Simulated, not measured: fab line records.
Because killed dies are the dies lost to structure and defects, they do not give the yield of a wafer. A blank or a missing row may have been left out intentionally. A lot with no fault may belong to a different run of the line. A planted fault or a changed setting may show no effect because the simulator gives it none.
What tool caused it? / flow nand-harc / 36 wafers from 12 lots sampled at 5 of the route's 1159 steps

WHAT THE GAUGES READ, wafer by wafer
NHARC_A_CONTACT_CD_MEAS_42: the cd target is 200 nm.
lot=L613; measured=day 16 04:41; on=cd-sem-02; cd-nm (nm)=200.8 200.8 200.5
lot=L615; measured=day 16 21:12; on=cd-sem-02; cd-nm (nm)=200.3 200.5 200.6
lot=L616; measured=day 17 06:19; on=cd-sem-03; cd-nm (nm)=200.3 200.6 200.1
lot=L618; measured=day 17 12:26; on=cd-sem-01; cd-nm (nm)=199.3 199.1 200.1
lot=L617; measured=day 17 12:36; on=cd-sem-01; cd-nm (nm)=201.1 200.6 200.0
lot=L620; measured=day 18 06:10; on=cd-sem-03; cd-nm (nm)=199.9 200.7 199.9
lot=L622; measured=day 18 18:51; on=cd-sem-02; cd-nm (nm)=199.9 200.5 200.9
lot=L628; measured=day 19 16:46; on=cd-sem-02; cd-nm (nm)=200.1 201.0 200.0
lot=L629; measured=day 20 14:31; on=cd-sem-03; cd-nm (nm)=199.3 200.4 198.6
lot=L631; measured=day 20 20:26; on=cd-sem-03; cd-nm (nm)=198.6 199.8 199.6
lot=L633; measured=day 21 23:41; on=cd-sem-02; cd-nm (nm)=200.0 200.4 200.2
lot=L635; measured=day 22 09:56; on=cd-sem-02; cd-nm (nm)=199.9 199.8 200.5

NHARC_END_SORT_01.
lot=L617; measured=day 21 00:19; on=prober-02; killed-at-array=675 19 16; killed-at-other=0 2 4; killed-at-periphery=2 2 1; killed-dies=677 23 21; killed-open=4 4 4; killed-short=2 3 4
lot=L622; measured=day 21 21:18; on=prober-02; killed-at-array=672 30 37; killed-at-other=0 0 0; killed-at-periphery=5 1 2; killed-dies=677 31 39; killed-open=5 4 6; killed-short=2 3 5

EACH LOT AND THE TOOL THAT RAN IT (in order: tool; ch and the chambers of the sampled wafers; start)
lot=L613; NHARC_A_CONTACT_ETCH_50=rie-diel-13 ch 1,3, day 16 05:32 or earlier; NHARC_A_CONTACT_ETCH_51=rie-diel-13 ch 0,1,3, day 16 05:32; NHARC_A_CONTACT_ETCH_117=har-cap-etch-03 ch 0,1, day 16 06:48
lot=L615; NHARC_A_CONTACT_ETCH_50=rie-diel-10 ch 0,2, day 16 22:07 or earlier; NHARC_A_CONTACT_ETCH_51=rie-diel-10 ch 0,1, day 16 22:07; NHARC_A_CONTACT_ETCH_117=har-cap-etch-01 ch 0,1, day 16 23:26
lot=L616; NHARC_A_CONTACT_ETCH_50=rie-diel-10 ch 0,2, day 17 07:13 or earlier; NHARC_A_CONTACT_ETCH_51=rie-diel-10 ch 0,1,3, day 17 07:13; NHARC_A_CONTACT_ETCH_117=har-cap-etch-03 ch 0,1, day 17 08:46
lot=L618; NHARC_A_CONTACT_ETCH_50=rie-diel-13 ch 0,2,3, day 17 13:20 or earlier; NHARC_A_CONTACT_ETCH_51=rie-diel-13 ch 2,3, day 17 13:20; NHARC_A_CONTACT_ETCH_117=har-cap-etch-02 ch 0,1, day 17 14:40
lot=L617; NHARC_A_CONTACT_ETCH_50=rie-diel-10 ch 0,3, day 17 13:33 or earlier; NHARC_A_CONTACT_ETCH_51=rie-diel-10 ch 0,1, day 17 13:33; NHARC_A_CONTACT_ETCH_117=har-cap-etch-03 ch 0,1, day 17 15:05
lot=L620; NHARC_A_CONTACT_ETCH_50=rie-diel-12 ch 0,3, day 18 06:57 or earlier; NHARC_A_CONTACT_ETCH_51=rie-diel-12 ch 2,3, day 18 06:57; NHARC_A_CONTACT_ETCH_117=har-cap-etch-03 ch 0,1, day 18 08:16
lot=L622; NHARC_A_CONTACT_ETCH_50=rie-diel-10 ch 0,2,3, day 18 19:38 or earlier; NHARC_A_CONTACT_ETCH_51=rie-diel-10 ch 1,2,3, day 18 19:38; NHARC_A_CONTACT_ETCH_117=har-cap-etch-03 ch 0,1, day 18 20:57
lot=L628; NHARC_A_CONTACT_ETCH_50=rie-diel-13 ch 0,1,3, day 19 17:35 or earlier; NHARC_A_CONTACT_ETCH_51=rie-diel-13 ch 0,2,3, day 19 17:35; NHARC_A_CONTACT_ETCH_117=har-cap-etch-03 ch 0,1, day 19 18:56
lot=L629; NHARC_A_CONTACT_ETCH_50=rie-diel-12 ch 0,1,2, day 20 15:26 or earlier; NHARC_A_CONTACT_ETCH_51=rie-diel-12 ch 0,1,2, day 20 15:26; NHARC_A_CONTACT_ETCH_117=har-cap-etch-02 ch 0,1, day 20 16:36
lot=L631; NHARC_A_CONTACT_ETCH_50=rie-diel-12 ch 1,2, day 20 21:20 or earlier; NHARC_A_CONTACT_ETCH_51=rie-diel-12 ch 1,2,3, day 20 21:20; NHARC_A_CONTACT_ETCH_117=har-cap-etch-02 ch 0,1, day 20 22:33
lot=L633; NHARC_A_CONTACT_ETCH_50=rie-diel-12 ch 0,1,3, day 22 00:32 or earlier; NHARC_A_CONTACT_ETCH_51=rie-diel-12 ch 0,1,2, day 22 00:32; NHARC_A_CONTACT_ETCH_117=har-cap-etch-02 ch 0,1, day 22 01:47
lot=L635; NHARC_A_CONTACT_ETCH_50=rie-diel-12 ch 0,1,3, day 22 10:49 or earlier; NHARC_A_CONTACT_ETCH_51=rie-diel-12 ch 0,1,3, day 22 10:49; NHARC_A_CONTACT_ETCH_117=har-cap-etch-01 ch 0,1, day 22 12:18
- NHARC_A_CONTACT_ETCH_50: etches the open film in CF4/CHF3, target depth 84.7 nm, time 42.4 s.
- NHARC_A_CONTACT_ETCH_51: etches the open film in O2/COS, target depth 3600 nm, time 936 s.
- NHARC_A_CONTACT_ETCH_117: etches the open film in C4F8/O2/Ar, time 94 s, target depth 922 nm.

AS READ BY THE TOOLS THEMSELVES (means over the sampled wafers that have a number; for cases with no such wafer, the mark the record gives instead)
NHARC_A_CONTACT_ETCH_50.
lot=L613; tool=rie-diel-13; chf3-flow-sccm (sccm)=30.03; drypump-motor-current-A (A)=5.2; mfc-ar-sccm (sccm)=0.002; oes-product-au (a.u.)=0.927; rf-vpp-V (V)=367.4; run-length-s (s)=64.3; showerhead-plenum-p-Torr (Torr)=1.49; throttle-valve-pct (%)=16.797
lot=L615; tool=rie-diel-10; chf3-flow-sccm (sccm)=30.02; drypump-motor-current-A (A)=6.1; mfc-ar-sccm (sccm)=0.014; oes-product-au (a.u.)=0.975; rf-vpp-V (V)=372.2; run-length-s (s)=63.3; showerhead-plenum-p-Torr (Torr)=1.61; throttle-valve-pct (%)=16.794
lot=L616; tool=rie-diel-10; chf3-flow-sccm (sccm)=29.98; drypump-motor-current-A (A)=5.8; mfc-ar-sccm (sccm)=0.010; oes-product-au (a.u.)=0.978; rf-vpp-V (V)=370.0; run-length-s (s)=63.6; showerhead-plenum-p-Torr (Torr)=1.56; throttle-valve-pct (%)=16.806
lot=L618; tool=rie-diel-13; chf3-flow-sccm (sccm)=29.93; drypump-motor-current-A (A)=5.2; mfc-ar-sccm (sccm)=0.000; oes-product-au (a.u.)=0.921; rf-vpp-V (V)=371.5; run-length-s (s)=64.1; showerhead-plenum-p-Torr (Torr)=1.60; throttle-valve-pct (%)=16.798
lot=L617; tool=rie-diel-10; chf3-flow-sccm (sccm)=29.90; drypump-motor-current-A (A)=6.1; mfc-ar-sccm (sccm)=0.006; oes-product-au (a.u.)=0.965; rf-vpp-V (V)=371.6; run-length-s (s)=63.4; showerhead-plenum-p-Torr (Torr)=1.62; throttle-valve-pct (%)=16.805
lot=L620; tool=rie-diel-12; chf3-flow-sccm (sccm)=30.09; drypump-motor-current-A (A)=5.5; mfc-ar-sccm (sccm)=0.004; oes-product-au (a.u.)=0.977; rf-vpp-V (V)=371.8; run-length-s (s)=63.6; showerhead-plenum-p-Torr (Torr)=1.61; throttle-valve-pct (%)=16.810
lot=L622; tool=rie-diel-10; chf3-flow-sccm (sccm)=30.06; drypump-motor-current-A (A)=6.0; mfc-ar-sccm (sccm)=0.008; oes-product-au (a.u.)=0.933; rf-vpp-V (V)=371.2; run-length-s (s)=63.4; showerhead-plenum-p-Torr (Torr)=1.59; throttle-valve-pct (%)=16.806
lot=L628; tool=rie-diel-13; chf3-flow-sccm (sccm)=30.03; drypump-motor-current-A (A)=5.2; mfc-ar-sccm (sccm)=0.002; oes-product-au (a.u.)=0.942; rf-vpp-V (V)=370.0; run-length-s (s)=63.9; showerhead-plenum-p-Torr (Torr)=1.56; throttle-valve-pct (%)=16.804
lot=L629; tool=rie-diel-12; chf3-flow-sccm (sccm)=30.02; drypump-motor-current-A (A)=5.5; mfc-ar-sccm (sccm)=0.007; oes-product-au (a.u.)=0.957; rf-vpp-V (V)=370.1; run-length-s (s)=64.0; showerhead-plenum-p-Torr (Torr)=1.55; throttle-valve-pct (%)=16.802
lot=L631; tool=rie-diel-12; chf3-flow-sccm (sccm)=30.09; drypump-motor-current-A (A)=5.6; mfc-ar-sccm (sccm)=0.010; oes-product-au (a.u.)=0.966; rf-vpp-V (V)=367.7; run-length-s (s)=64.0; showerhead-plenum-p-Torr (Torr)=1.50; throttle-valve-pct (%)=16.799
lot=L633; tool=rie-diel-12; chf3-flow-sccm (sccm)=30.04; drypump-motor-current-A (A)=5.6; mfc-ar-sccm (sccm)=0.007; oes-product-au (a.u.)=0.955; rf-vpp-V (V)=370.1; run-length-s (s)=63.7; showerhead-plenum-p-Torr (Torr)=1.57; throttle-valve-pct (%)=16.802
lot=L635; tool=rie-diel-12; chf3-flow-sccm (sccm)=30.00; drypump-motor-current-A (A)=5.6; mfc-ar-sccm (sccm)=0.007; oes-product-au (a.u.)=0.950; rf-vpp-V (V)=370.3; run-length-s (s)=63.5; showerhead-plenum-p-Torr (Torr)=1.57; throttle-valve-pct (%)=16.815

NHARC_A_CONTACT_ETCH_51.
lot=L613; tool=rie-diel-13; drypump-motor-current-A (A)=5.3; mfc-ar-sccm (sccm)=0.002; oes-product-au (a.u.)=1.012; rf-vpp-V (V)=314.2; run-length-s (s)=957.7; showerhead-plenum-p-Torr (Torr)=3.11; throttle-valve-pct (%)=28.328
lot=L615; tool=rie-diel-10; drypump-motor-current-A (A)=6.3; mfc-ar-sccm (sccm)=0.015; oes-product-au (a.u.)=1.009; rf-vpp-V (V)=317.3; run-length-s (s)=957.3; showerhead-plenum-p-Torr (Torr)=3.31; throttle-valve-pct (%)=28.325
lot=L616; tool=rie-diel-10; drypump-motor-current-A (A)=6.2; mfc-ar-sccm (sccm)=0.009; oes-product-au (a.u.)=0.998; rf-vpp-V (V)=316.2; run-length-s (s)=957.2; showerhead-plenum-p-Torr (Torr)=3.28; throttle-valve-pct (%)=28.329
lot=L618; tool=rie-diel-13; drypump-motor-current-A (A)=5.3; mfc-ar-sccm (sccm)=0.000; oes-product-au (a.u.)=0.997; rf-vpp-V (V)=314.0; run-length-s (s)=957.7; showerhead-plenum-p-Torr (Torr)=3.14; throttle-valve-pct (%)=28.331
lot=L617; tool=rie-diel-10; drypump-motor-current-A (A)=6.3; mfc-ar-sccm (sccm)=0.012; oes-product-au (a.u.)=0.996; rf-vpp-V (V)=317.0; run-length-s (s)=868.8; showerhead-plenum-p-Torr (Torr)=3.33; throttle-valve-pct (%)=28.327
lot=L620; tool=rie-diel-12; drypump-motor-current-A (A)=5.8; mfc-ar-sccm (sccm)=0.001; oes-product-au (a.u.)=1.003; rf-vpp-V (V)=313.7; run-length-s (s)=957.6; showerhead-plenum-p-Torr (Torr)=3.09; throttle-valve-pct (%)=28.319
lot=L622; tool=rie-diel-10; drypump-motor-current-A (A)=6.0; mfc-ar-sccm (sccm)=0.005; oes-product-au (a.u.)=1.009; rf-vpp-V (V)=314.9; run-length-s (s)=868.6; showerhead-plenum-p-Torr (Torr)=3.18; throttle-valve-pct (%)=28.327
lot=L628; tool=rie-diel-13; drypump-motor-current-A (A)=5.2; mfc-ar-sccm (sccm)=0.000; oes-product-au (a.u.)=1.009; rf-vpp-V (V)=315.3; run-length-s (s)=957.9; showerhead-plenum-p-Torr (Torr)=3.16; throttle-valve-pct (%)=28.335
lot=L629; tool=rie-diel-12; drypump-motor-current-A (A)=5.5; mfc-ar-sccm (sccm)=0.007; oes-product-au (a.u.)=0.990; rf-vpp-V (V)=314.4; run-length-s (s)=957.8; showerhead-plenum-p-Torr (Torr)=3.07; throttle-valve-pct (%)=28.335
lot=L631; tool=rie-diel-12; drypump-motor-current-A (A)=5.8; mfc-ar-sccm (sccm)=0.006; oes-product-au (a.u.)=0.984; rf-vpp-V (V)=312.3; run-length-s (s)=957.2; showerhead-plenum-p-Torr (Torr)=3.05; throttle-valve-pct (%)=28.330
lot=L633; tool=rie-diel-12; drypump-motor-current-A (A)=5.5; mfc-ar-sccm (sccm)=0.007; oes-product-au (a.u.)=0.995; rf-vpp-V (V)=313.5; run-length-s (s)=957.8; showerhead-plenum-p-Torr (Torr)=3.07; throttle-valve-pct (%)=28.324
lot=L635; tool=rie-diel-12; drypump-motor-current-A (A)=5.6; mfc-ar-sccm (sccm)=0.007; oes-product-au (a.u.)=0.985; rf-vpp-V (V)=313.3; run-length-s (s)=957.3; showerhead-plenum-p-Torr (Torr)=3.11; throttle-valve-pct (%)=28.336

THE ANSWER, worked out from the rows above alone
Rule: what is usual is taken from the lots themselves. The widest of any qualifying gaps counts: lots, ordered by their means at a reading, are off when they make up no more than a third of the lots, leave a main group of 4 or more, and stand apart from it by 3 or more times the standard deviation of that group's means. If all means in a main group match to the digits the tables above print for the reading, that group is not used. A lot without any number at a reading at which 4 lots or more have one is off too. The other lots that the step has rows for count as sound. After the gauges, taken in route order, come the tools' own readings; for these a lot's mean is taken, as printed above. At the first step where some lot is off, the reading lying furthest off is the one used; lots without a number count as furthest.
Off: L617, L622 (NHARC_A_CONTACT_ETCH_51, run-length-s). For the main group the mean is 957.5 s and the standard deviation 0.26.
A tool fits if, at that step or a process step before it, it ran every lot that is off, and no sound lot after the first of them. NHARC_A_CONTACT_ETCH_50 gives no start for some lots, so the hours and the order of its lots are those of NHARC_A_CONTACT_ETCH_51. One fits: NHARC_A_CONTACT_ETCH_50 and NHARC_A_CONTACT_ETCH_51 on rie-diel-10. At NHARC_A_CONTACT_ETCH_50 its last sound lot is L616 (day 17 07:13), its first lot that is off L617 (day 17 13:33): a fault that began between those two fits.

WHAT THE SIMULATOR HAD INSERTED
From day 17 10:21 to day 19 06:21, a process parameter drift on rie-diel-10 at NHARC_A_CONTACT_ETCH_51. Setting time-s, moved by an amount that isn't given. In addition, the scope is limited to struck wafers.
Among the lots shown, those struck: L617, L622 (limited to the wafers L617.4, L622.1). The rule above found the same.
